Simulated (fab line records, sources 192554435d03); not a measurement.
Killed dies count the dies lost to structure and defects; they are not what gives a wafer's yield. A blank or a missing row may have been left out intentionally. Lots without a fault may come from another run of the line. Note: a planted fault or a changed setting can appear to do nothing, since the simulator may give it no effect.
Matching of chambers    flow n5 finfet    N5_SD_EPI_N_DESCUM_14 on rie diel-06: 4 sister chambers
The step chemistry O2, time 7.9 s. 8 wafers are shown with their chamber, then 8 later ones without.

EACH WAFER AND ITS CHAMBER
wafer   chamber  showerhead plenum p Torr (Torr)  throttle valve pct (%)
L083.1  3        2.12                             20.45
L083.4  0        2.02                             19.99
L084.3  2        2.01                             20.23
L084.5  2        2.01                             20.23
L087.2  1        2.20                             20.81
L087.5  3        2.11                             20.46
L087.6  0        2.01                             20.01
L090.1  1        2.20                             20.83

WAFERS MISSING THEIR CHAMBER
wafer   showerhead plenum p Torr (Torr)  throttle valve pct (%)
L090.3  2.01                             20.25
L090.6  2.20                             20.83
L094.2  2.11                             20.51
L094.3  2.01                             20.03
L094.4  2.19                             20.83
L096.2  2.01                             20.26
L096.3  2.01                             20.04
L096.6  2.01                             20.06

EACH ONE'S CHAMBER
wafer   from the rows above  in truth
L090.3  2                    2
L090.6  1                    1
L094.2  3                    3
L094.3  0                    0
L094.4  1                    1
L096.2  2                    2
L096.3  0                    0
L096.6  0                    0
8 of 8 placed correctly. Number that these rows cannot place: 0. Wrongly placed: 0.
How it was worked out, from the rows above alone: a wafer's distance from a chamber is the root of the sum, over the readings, of the square of ((its reading less the chamber's mean) divided by the reading's scatter). The wafer belongs to the nearest chamber; if the next one is less than 2 further off, it can't be placed. The mean given for a chamber averages the wafers shown for that chamber. The scatter: take each reading less its chamber's mean, square it, sum over the shown wafers, divide by the number of wafers less the number of chambers, and take the root.
